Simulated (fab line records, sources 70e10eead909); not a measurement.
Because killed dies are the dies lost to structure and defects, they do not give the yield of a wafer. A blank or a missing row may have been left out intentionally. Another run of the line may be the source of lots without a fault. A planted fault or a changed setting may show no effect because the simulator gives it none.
fab line records	flow nand_harc
record: lots: 7	wafers: 21	last_day: 32
route steps=1302 shown A_CONTACT@1102 A_BLC@1107 END@1302
lots that met no fault: taken from a fault-free run of the same line
start_h: hours from the record's opening day to when the first of the lot's shown wafers began	wait_h: hours elapsed since this lot's preceding step	" the same as in the row above	L1.1+2: several wafers, shown together as one row	- no value, or no start was given	* or withheld: withheld	< > ~ a bound
route shown NAME@n: a module of which the file shows steps, and the number in the route of the first	usual: the fault-free wafers' mean and standard deviation	same: alike in all rows	chamber/n: place in a boat	sites: each site's reading	_std_site: standard deviation across them	_edge_site: mean of outer sites minus mean of inner sites	radius_mm: how far each site lies from the wafer's centre	mask NAME#n: copy n	behind: the most recent tool/chamber to have shaped the wafer	hold: why the lot was held/for how many hours/how that ended	device: the transistor (n, p or np) that didn't switch	end of line: tests of these same wafers at the route's end	for a step that has no rows: nothing shown but its recipe	killed: dies that structure and defects cost at the first sort, which is not the same as the wafer's yield	map: dies across one wafer; x = killed, . = not, _ = none there
set.NAME: the run value of the setting; set.NAME@STEP: its run value at that earlier step	model.NAME: the simulator's own value behind a step, which no gauge read
lots seen at some steps along the route; tables by step, rows by wafer
services: when a tool's chamber went out of use (start_h, in hours from the record's first day, below 0 if earlier), for how many hours, and the reason
== steps ==
step: NHARC_A_CONTACT_CVD_19
recipe: target_thk_a: 3000	temp_c: 300	pressure_torr: 40	wf6_flow_sccm: 40	h2_flow_sccm: 1600	ar_flow_sccm: 1560	time_s: 802	material: W
usual: heater_power_w: 488/27	throttle_valve_pct: 7.8/0.38
lot.wafer	tool	chamber	start_h	wait_h	heater_power_w	throttle_valve_pct
L844.1	cvd_w-01	0	-	-	479	7.8
L844.2	"	1	"	"	450	8.2
L844.5	"	1	"	"	451	8.4
L845.2	cvd_w-02	0	-	-	509	7.8
L845.3	"	1	"	"	492	7.3
L845.6	"	0	"	"	517	7.8
L847.2	cvd_w-02	1	-	-	492	7.4
L847.4	"	1	"	"	493	7.2
L847.5	"	0	"	"	523	7.6
L848.3	cvd_w-02	0	-	-	521	7.4
L848.4	"	1	"	"	498	7.6
L848.6	"	0	"	"	524	7.5
L852.1	cvd_w-02	1	-	-	507	7.4
L852.2	"	0	"	"	508	7.4
L852.3	"	0	"	"	508	7.8
L854.2	cvd_w-01	1	-	-	452	8.5
L854.1	"	0	"	"	500	7.8
L854.6	"	0	"	"	495	7.7
L857.2	cvd_w-01	1	-	-	447	8.3
L857.3	"	0	"	"	489	8.1
L857.6	"	1	"	"	440	8.4
step: NHARC_A_CONTACT_CMP_20
recipe: t_overpolish_s: 30	target_thk_nm: 300
usual: motor_current_A: 12.0/1.2	overpolish_run_s: 30.000/0.0094	time_to_endpoint_s: 60/3.3
lot.wafer	tool	chamber	start_h	wait_h	motor_current_A	overpolish_run_s	time_to_endpoint_s
L844.1	cmp-03	0	590.37	0.8	12.7	29.987	59
L844.2	"	1	"	"	11.5	30.016	56
L844.5	"	3	"	"	11.9	30.007	57
L845.3	cmp-04	2	597.63	0.4	10.8	29.990	58
L845.2	"	3	"	"	12.8	30.003	56
L845.6	"	2	"	"	11.6	30.011	58
L847.4	cmp-02	2	618.46	0.4	11.6	30.018	61
L847.2	"	3	"	"	14.8	29.991	56
L847.5	"	2	"	"	11.1	29.981	59
L848.3	cmp-03	1	623.49	0.5	11.8	30.009	56
L848.4	"	2	"	"	11.0	29.990	57
L848.6	"	2	"	"	11.2	29.986	61
L852.1	cmp-03	2	659.40	0.8	12.0	29.990	63
L852.2	"	3	"	"	11.9	29.998	65
L852.3	"	1	"	"	11.4	29.990	66
L854.1	cmp-03	1	666.16	0.7	11.6	29.995	61
L854.2	"	2	"	"	11.6	30.014	63
L854.6	"	0	"	"	13.3	29.996	61
L857.3	cmp-02	3	713.08	0.5	15.4	29.996	59
L857.2	"	0	"	"	12.8	30.002	64
L857.6	"	0	"	"	12.5	29.999	59
step: NHARC_A_CONTACT_SRD_22
step: NHARC_A_CONTACT_INSPECT_23
usual: raw_defect_count: 488/140
lot.wafer	tool	chamber	start_h	wait_h	raw_defect_count
L844.1	defect_inspect-01	-	590.77	0.1	510
L844.2	"	-	"	"	353
L844.5	"	-	"	"	506
L845.2	defect_inspect-02	-	598.00	0.1	543
L845.3	"	-	"	"	431
L845.6	"	-	"	"	492
L847.2	defect_inspect-01	-	618.85	0.1	422
L847.4	"	-	"	"	391
L847.5	"	-	"	"	463
L848.3	defect_inspect-01	-	623.90	0.1	729
L848.4	"	-	"	"	632
L848.6	"	-	"	"	608
L852.1	defect_inspect-02	-	659.81	0.1	412
L852.2	"	-	"	"	568
L852.3	"	-	"	"	414
L854.1	defect_inspect-01	-	666.54	0.1	294
L854.2	"	-	"	"	362
L854.6	"	-	"	"	349
L857.2	defect_inspect-01	-	713.51	0.1	277
L857.3	"	-	"	"	321
L857.6	"	-	"	"	299
step: NHARC_A_BLC_DEHYDRATE_00
recipe: temp_c: 150	time_s: 120
step: NHARC_A_BLC_HMDS_01
recipe: time_s: 30
step: NHARC_A_BLC_COAT_02
recipe: temp_c: 260	time_s: 75
step: NHARC_A_BLC_COAT_03
recipe: temp_c: 225	time_s: 65
step: NHARC_A_BLC_COAT_04
recipe: spin_rpm: 1500	resist_thk_nm: 90
step: NHARC_A_BLC_SOFTBAKE_05
recipe: temp_c: 105	time_s: 55
step: NHARC_A_BLC_EBR_06
step: NHARC_A_BLC_EXPOSE_07
recipe: na: 1.35	target_cd_nm: 100	dose_mj: 67.97	mask_id: A_BLC
usual: stage_vel_mm_s: 499.99/0.25
lot.wafer	tool	chamber	start_h	wait_h	mask	stage_vel_mm_s
L844.1	arfi_scanner-02	0	591.01	-	A_BLC#0	499.76
L844.2	"	0	"	"	A_BLC#0	499.97
L844.5	"	0	"	"	A_BLC#0	499.60
L845.2	arfi_scanner-02	0	598.25	-	A_BLC#0	499.98
L845.3	"	0	"	"	A_BLC#0	500.27
L845.6	"	0	"	"	A_BLC#0	500.06
L847.2	arfi_scanner-01	0	619.22	-	A_BLC#0	500.11
L847.4	"	0	"	"	A_BLC#0	499.97
L847.5	"	0	"	"	A_BLC#0	500.24
L848.3	arfi_scanner-02	0	624.27	-	A_BLC#0	499.97
L848.4	"	0	"	"	A_BLC#0	500.42
L848.6	"	0	"	"	A_BLC#0	499.90
L852.1	arfi_scanner-01	0	660.18	-	A_BLC#0	500.30
L852.2	"	0	"	"	A_BLC#0	500.04
L852.3	"	0	"	"	A_BLC#0	500.06
L854.1	arfi_scanner-01	0	666.90	-	A_BLC#0	500.39
L854.2	"	0	"	"	A_BLC#0	500.22
L854.6	"	0	"	"	A_BLC#0	500.38
L857.2	arfi_scanner-02	0	713.88	-	A_BLC#0	499.69
L857.3	"	0	"	"	A_BLC#0	500.00
L857.6	"	0	"	"	A_BLC#0	500.26
step: NHARC_A_BLC_PEB_08
recipe: peb_temp_c: 100	peb_time_s: 65
step: NHARC_A_BLC_DEVELOP_09
recipe: develop_time_s: 35	dev_temp_c: 23
step: NHARC_A_BLC_CD_MEAS_10
recipe: target_cd_nm: 100	landing_energy_ev: 500
usual: cd_nm: 100.1/0.58
lot.wafer	tool	chamber	start_h	wait_h	cd_nm
L844.1	cd_sem-03	0	591.15	-	98.8
L844.2	"	0	"	"	97.5
L844.5	"	0	"	"	99.0
L845.2	cd_sem-01	0	598.39	-	97.8
L845.3	"	0	"	"	97.7
L845.6	"	0	"	"	98.3
L847.2	cd_sem-01	0	619.35	-	99.1
L847.4	"	0	"	"	99.5
L847.5	"	0	"	"	100.1
L848.3	cd_sem-03	0	624.41	-	98.1
L848.4	"	0	"	"	97.8
L848.6	"	0	"	"	98.7
L852.1	cd_sem-02	0	660.33	-	101.1
L852.2	"	0	"	"	100.4
L852.3	"	0	"	"	100.5
L854.1	cd_sem-02	0	667.04	-	100.1
L854.2	"	0	"	"	100.0
L854.6	"	0	"	"	100.5
L857.2	cd_sem-03	0	714.02	-	100.8
L857.3	"	0	"	"	100.6
L857.6	"	0	"	"	100.2
step: NHARC_A_BLC_OVL_MEAS_11
usual: overlay_x_nm: -0.1/0.84	overlay_y_nm: 0.0/0.84
lot.wafer	tool	chamber	start_h	wait_h	overlay_x_nm	overlay_y_nm
L844.1	overlay-02	-	591.24	-	-1.3	-0.3
L844.2	"	-	"	"	-1.3	0.0
L844.5	"	-	"	"	-0.3	0.0
L845.2	overlay-01	-	598.47	-	-0.1	-0.7
L845.3	"	-	"	"	0.0	-0.2
L845.6	"	-	"	"	0.3	-0.5
L847.2	overlay-02	-	619.44	-	1.1	0.0
L847.4	"	-	"	"	0.4	-0.2
L847.5	"	-	"	"	0.9	0.1
L848.3	overlay-02	-	624.49	-	-0.9	0.6
L848.4	"	-	"	"	-0.2	0.5
L848.6	"	-	"	"	-0.9	0.3
L852.1	overlay-01	-	660.42	-	-1.6	0.1
L852.2	"	-	"	"	-1.4	-0.7
L852.3	"	-	"	"	-1.0	0.0
L854.1	overlay-01	-	667.13	-	-0.6	1.3
L854.2	"	-	"	"	-0.5	1.2
L854.6	"	-	"	"	-0.8	1.7
L857.2	overlay-02	-	714.10	-	0.4	0.3
L857.3	"	-	"	"	0.3	0.7
L857.6	"	-	"	"	0.2	0.5
step: NHARC_A_BLC_INSPECT_12
usual: raw_defect_count: 82/37
lot.wafer	tool	chamber	start_h	wait_h	raw_defect_count
L844.1	defect_inspect-02	-	591.28	0.0	132
L844.2	"	-	"	"	119
L844.5	"	-	"	"	120
L845.2	defect_inspect-02	-	598.51	0.0	80
L845.3	"	-	"	"	85
L845.6	"	-	"	"	78
L847.2	defect_inspect-01	-	619.48	0.0	127
L847.4	"	-	"	"	144
L847.5	"	-	"	"	132
L848.3	defect_inspect-01	-	624.53	0.0	76
L848.4	"	-	"	"	59
L848.6	"	-	"	"	62
L852.1	defect_inspect-02	-	660.45	0.0	111
L852.2	"	-	"	"	98
L852.3	"	-	"	"	112
L854.1	defect_inspect-02	-	667.17	0.0	33
L854.2	"	-	"	"	36
L854.6	"	-	"	"	25
L857.2	defect_inspect-01	-	714.14	0.0	45
L857.3	"	-	"	"	37
L857.6	"	-	"	"	31
step: NHARC_A_BLC_DESCUM_15
recipe: time_s: 3	o2_flow_sccm: 200	ar_flow_sccm: 0	bias_power_w: 0	chemistry: O2
usual: drypump_motor_current_A: 5.6/0.3	oes_product_au: 1.004/0.0078	rf_vpp_V: 57.6/0.85	showerhead_plenum_p_Torr: 1.89/0.065	throttle_valve_pct: 11.311/0.0097
same: bias_power_w: 0
lot.wafer	tool	chamber	start_h	wait_h	drypump_motor_current_A	oes_product_au	rf_hours_counter_h	rf_vpp_V	showerhead_plenum_p_Torr	throttle_valve_pct	model.A_BLC.cd_nm
L844.2	rie_diel-09	1	591.35	0.1	5.5	0.997	5	57.9	1.78	11.314	97.77
L844.1	"	2	"	"	6.0	0.995	5	57.9	1.91	11.291	99.17
L844.5	"	1	"	"	5.6	1.002	-	57.4	1.78	11.313	99.67
L845.2	rie_diel-09	2	598.58	0.1	6.0	0.998	6	57.8	1.91	11.318	98.15
L845.3	"	3	"	"	5.9	1.010	6	56.7	1.98	11.322	97.73
L845.6	"	2	"	"	6.0	1.000	-	58.5	1.91	11.307	98.54
L847.2	rie_diel-10	2	619.55	0.1	5.6	1.008	1	58.9	1.87	11.325	98.83
L847.4	"	3	"	"	5.8	0.993	1	57.6	1.85	11.311	99.86
L847.5	"	1	"	"	5.1	1.002	-	57.0	1.82	11.295	98.68
L848.4	rie_diel-09	0	624.60	0.1	5.4	1.012	7	58.6	1.95	11.311	97.72
L848.3	"	2	"	"	6.0	0.992	7	58.0	1.91	11.311	99
L848.6	"	0	"	"	5.4	1.012	-	58.0	1.95	11.304	98.21
L852.3	rie_diel-01	2	660.52	0.1	5.7	1.006	28	58.5	1.89	11.292	100.8
L852.1	"	3	"	"	6.3	1.013	28	57.6	1.89	11.306	101.4
L852.2	"	1	"	"	6.3	1.000	32	58.3	2.07	11.314	100.3
L854.1	rie_diel-09	1	667.23	0.1	5.6	1.002	10	57.6	1.78	11.289	100.7
L854.2	"	2	"	"	6.0	1.001	11	58.8	1.91	11.302	100.6
L854.6	"	2	"	"	6.0	1.004	-	56.9	1.91	11.321	101
L857.3	rie_diel-09	3	714.20	0.1	5.9	1.006	2	57.7	1.97	11.311	100.3
L857.2	"	2	"	"	6.0	0.999	2	58.8	1.91	11.304	100.7
L857.6	"	3	"	"	5.9	1.013	-	57.8	1.97	11.321	100.1
step: NHARC_A_BLC_ETCH_16
recipe: target_depth_a: 390	over_etch_frac: 0.3	time_s: 65	ion_energy_ev: 80	cf4_flow_sccm: 150	ar_flow_sccm: 0	rf_w: 300	bias_w: 100	chemistry: CF4
usual: drypump_motor_current_A: 5.63/0.3	oes_product_au: 1.003/0.0092	rf_vpp_V: 151.1/1	showerhead_plenum_p_Torr: 1.75/0.055	throttle_valve_pct: 13.283/0.0089
lot.wafer	tool	chamber	start_h	wait_h	drypump_motor_current_A	oes_product_au	rf_hours_counter_h	rf_vpp_V	showerhead_plenum_p_Torr	throttle_valve_pct	model.A_BLC.cd_nm
L844.2	rie_diel-09	2	591.42	0.1	6.02	0.982	5	150.4	1.77	13.290	98.13
L844.1	"	3	"	"	5.87	0.997	5	150.6	1.82	13.290	99.2
L844.5	"	2	"	"	6.02	0.987	-	152.5	1.77	13.290	99.86
L845.3	rie_diel-09	1	598.66	0.1	5.58	0.998	5	148.0	1.65	13.286	98.15
L845.2	"	3	"	"	5.86	1.003	6	153.1	1.82	13.287	97.94
L845.6	"	1	"	"	5.56	0.995	-	151.2	1.65	13.285	99.06
L847.4	rie_diel-10	2	619.62	0.1	5.56	1.009	1	151.6	1.74	13.278	99.86
L847.2	"	1	"	"	5.05	0.998	1	150.4	1.69	13.285	99.16
L847.5	"	3	"	"	5.74	0.990	-	150.0	1.71	13.288	98.58
L848.3	rie_diel-09	1	624.68	0.1	5.57	1.013	7	149.5	1.65	13.286	99.09
L848.4	"	2	"	"	6.04	0.998	7	150.5	1.77	13.289	97.82
L848.6	"	0	"	"	5.40	1.010	-	151.7	1.80	13.284	98.53
L852.3	rie_diel-01	2	660.60	0.1	5.67	1.020	28	151.1	1.75	13.278	100.8
L852.2	"	3	"	"	6.28	1.011	28	149.9	1.75	13.260	100.3
L852.1	"	1	"	"	6.21	1.002	33	152.1	1.90	13.282	101.4
L854.1	rie_diel-09	2	667.31	0.1	6.04	0.991	11	150.4	1.77	13.282	101
L854.2	"	1	"	"	5.58	0.993	10	150.2	1.65	13.289	101
L854.6	"	2	"	"	6.03	0.989	-	150.8	1.77	13.280	101.2
L857.3	rie_diel-09	2	714.32	0.1	6.03	1.008	2	151.0	1.77	13.305	100.5
L857.2	"	3	"	"	5.88	1.007	2	150.2	1.82	13.274	100.9
L857.6	"	0	"	"	5.42	0.990	-	152.8	1.80	13.274	100.3
step: NHARC_A_BLC_ETCH_17
recipe: target_depth_a: 3900	over_etch_frac: 0.25	time_s: 609.38	ion_energy_ev: 200	n2_flow_sccm: 150	h2_flow_sccm: 150	ar_flow_sccm: 0	rf_w: 400	bias_w: 150	chemistry: N2/H2
usual: drypump_motor_current_A: 5.62/0.3	oes_product_au: 1.002/0.0094	rf_vpp_V: 430.1/2.2	showerhead_plenum_p_Torr: 2.02/0.073	throttle_valve_pct: 14.171/0.0086
lot.wafer	tool	chamber	start_h	wait_h	drypump_motor_current_A	oes_product_au	rf_hours_counter_h	rf_vpp_V	showerhead_plenum_p_Torr	throttle_valve_pct
L844.2	rie_diel-09	3	-	-	5.86	1.002	5	432.4	2.11	14.184
L844.1	"	0	"	"	5.41	1.001	5	430.7	2.08	14.186
L844.5	"	1	"	"	5.57	0.988	-	425.4	1.89	14.177
L845.3	rie_diel-09	3	-	-	5.86	1.003	6	431.9	2.11	14.175
L845.2	"	0	"	"	5.38	0.995	5	432.5	2.08	14.176
L845.6	"	0	"	"	5.37	0.997	-	433.6	2.08	14.161
L847.4	rie_diel-10	3	-	-	5.75	1.005	1	427.9	1.97	14.180
L847.2	"	0	"	"	5.32	1.000	1	432.8	2.09	14.177
L847.5	"	2	"	"	5.57	1.014	-	429.2	2.00	14.169
L848.3	rie_diel-09	1	-	-	5.59	1.005	7	426.8	1.89	14.179
L848.4	"	0	"	"	5.42	0.998	7	432.4	2.08	14.173
L848.6	"	2	"	"	6.01	0.984	-	430.0	2.04	14.167
L852.2	rie_diel-01	1	-	-	6.21	0.996	33	433.9	2.21	14.181
L852.3	"	2	"	"	5.68	1.012	28	431.2	2.02	14.192
L852.1	"	0	"	"	5.73	1.028	34	428.5	1.94	14.184
L854.1	rie_diel-09	3	-	-	5.87	1.015	11	431.7	2.11	14.175
L854.2	"	0	"	"	5.43	1.013	10	431.7	2.08	14.167
L854.6	"	2	"	"	6.06	0.991	-	431.2	2.04	14.171
L857.2	rie_diel-09	0	-	-	5.40	0.991	2	431.3	2.08	14.186
L857.3	"	2	"	"	6.00	1.002	2	429.4	2.04	14.178
L857.6	"	0	"	"	5.42	1.015	-	433.2	2.08	14.179
step: NHARC_END_SORT_01
recipe: temp_c: 25
usual: killed_at_array: 57/20	killed_at_other: 1.0/1.5	killed_at_periphery: 3.5/2.5	killed_dies: 62/21	killed_open: 3.5/1.9	killed_short: 2.4/1.6
same: gross_dies: 677
lot.wafer	tool	chamber	start_h	wait_h	killed_at_array	killed_at_other	killed_at_periphery	killed_dies	killed_open	killed_short
L845.2	prober-02	0	643.01	2.8	61	1	3	65	2	4
L845.3	prober-02	0	643.81	3.1	58	1	3	62	4	3
L845.6	prober-02	0	646.23	4.0	55	0	5	60	6	7
L848.3	prober-01	0	668.69	3.1	50	2	2	54	4	4
L848.4	prober-01	0	669.49	3.4	46	0	2	48	1	5
L848.6	prober-01	0	671.10	4.0	41	0	1	42	4	1
killed by level:class
L845.2 A_CHANNEL_HOLE_D1:chamber_film_flake=32 A_CHANNEL_HOLE_D2:chamber_film_flake=16 A_STAIRCASE:chamber_film_flake=5 P_STI:chamber_film_flake=2 A_SLIT:chamber_film_flake=2 P_CONTACT:geometric_particle:short=1 A_CHANNEL_HOLE_D2:geometric_particle:short=1 A_CHANNEL_FILL_D2:geometric_particle:open=1
L845.3 A_CHANNEL_HOLE_D1:chamber_film_flake=28 A_CHANNEL_HOLE_D2:chamber_film_flake=20 A_CONTACT:chamber_film_flake=3 P_CONTACT:geometric_particle:open=2 P_STI:geometric_particle:short=1 A_ONON_D1:geometric_particle:short=1 A_BLC:geometric_particle:open=1 A_BLC:geometric_particle:short=1
L845.6 A_CHANNEL_HOLE_D1:chamber_film_flake=34 A_CHANNEL_HOLE_D2:chamber_film_flake=9 P_M1:geometric_particle:open=2 A_CHANNEL_FILL_D2:geometric_particle:short=2 A_CHANNEL_FILL_D1:chamber_film_flake=2 P_CONTACT:geometric_particle:short=1 P_M0:geometric_particle:short=1 A_CHANNEL_FILL_D1:geometric_particle:open=1
L848.3 A_SLIT:chamber_film_flake=30 A_CHANNEL_HOLE_D1:chamber_film_flake=4 A_CHANNEL_FILL_D1:geometric_particle:open=2 A_WL_FILL:geometric_particle:short=2 A_CHANNEL_HOLE_D2:chamber_film_flake=2 A_STAIRCASE:chamber_film_flake=2 THIN_TSV:chamber_film_flake=2 A_WL_FILL:chamber_film_flake=2
L848.4 A_SLIT:chamber_film_flake=32 A_CHANNEL_HOLE_D1:chamber_film_flake=3 A_STAIRCASE:chamber_film_flake=3 P_M0:geometric_particle:short=1 A_ONON_D1:geometric_particle:short=1 A_ONON_D2:geometric_particle:short=1 A_CHANNEL_FILL_D2:geometric_particle:short=1 A_SGD_CUT:geometric_particle:short=1
L848.6 A_SLIT:chamber_film_flake=32 P_M0:geometric_particle:open=1 A_DECK1_JOINT:geometric_particle:open=1 A_CHANNEL_FILL_D2:geometric_particle:open=1 A_WL_FILL:geometric_particle:open=1 A_CONTACT:geometric_particle:short=1 A_CHANNEL_HOLE_D2:chamber_film_flake=1 A_STAIRCASE:chamber_film_flake=1
== services ==
tool	chamber	start_h	hours	kind
rie_diel-09	1	570.60	3.9	repair
arfi_scanner-02	-	574.86	1.6	repair
cmp-03	-	575.73	4.0	pm
rie_diel-01	2	581.64	14.5	repair
arfi_scanner-01	-	587.57	0.9	repair
cvd_w-01	1	591.02	3.7	repair
arfi_scanner-01	-	596.00	4.0	pm
rie_diel-10	-	596.51	9.0	pm
rie_diel-10	0	628.43	32.5	repair
cvd_w-02	-	631.11	13.0	pm
rie_diel-10	3	631.27	2.1	repair
arfi_scanner-01	-	633.96	1.1	repair
rie_diel-10	3	643.46	6.5	repair
rie_diel-10	1	646.94	5.9	repair
arfi_scanner-02	-	656.00	4.0	pm
arfi_scanner-02	-	660.76	1.0	repair
cvd_w-01	0	661.87	2.6	repair
arfi_scanner-02	-	667.60	0.4	repair
arfi_scanner-01	-	667.64	1.8	repair
rie_diel-09	0	670.10	10.7	repair
cmp-03	-	672.41	3.4	repair
rie_diel-09	-	674.10	9.0	pm
rie_diel-10	1	687.78	1.2	repair
rie_diel-09	1	701.65	26.0	repair
== key ==
first_sign: step: NHARC_A_BLC_CD_MEAS_10	reading: cd_nm	direction: down	sigmas: 3.2	usual: 100.1	struck: 98.2	wafers_moved: 8	through: control_loop
effect none on later readings
model_effect: step: NHARC_A_BLC_DESCUM_15	value: A_BLC.cd_nm	without: 100.1	struck: 98.44
model_effect: step: NHARC_A_BLC_ETCH_16	value: A_BLC.cd_nm	without: 100.3	struck: 98.64
met_at NHARC_A_BLC_EXPOSE_07
struck_wafers L844.1,L844.2,L844.5,L845.2,L845.3,L845.6,L848.3,L848.4,L848.6
tester_left_out L844,L845,L848
loop_trim: step: NHARC_A_BLC_EXPOSE_07	setting: dose	lots: L845,L848
fault: kind: process_parameter_drift	tool: arfi_scanner-02	chamber: -	onset_h: 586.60	steps: NHARC_A_BLC_EXPOSE_07	channel: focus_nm	offset: 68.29	spread_by_wafer: 0.3	shape: step	end_h: 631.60
tester_left_out: of these lots the tester's yield and bins aren't shown, on N5 and GAA mostly nor the transistor test; their killed dies are dies lost to structure and defects alone, not to doping, threshold or leakage, so they don't give the yield
loop_trim: a control loop set the setting to another value than it would have without faults
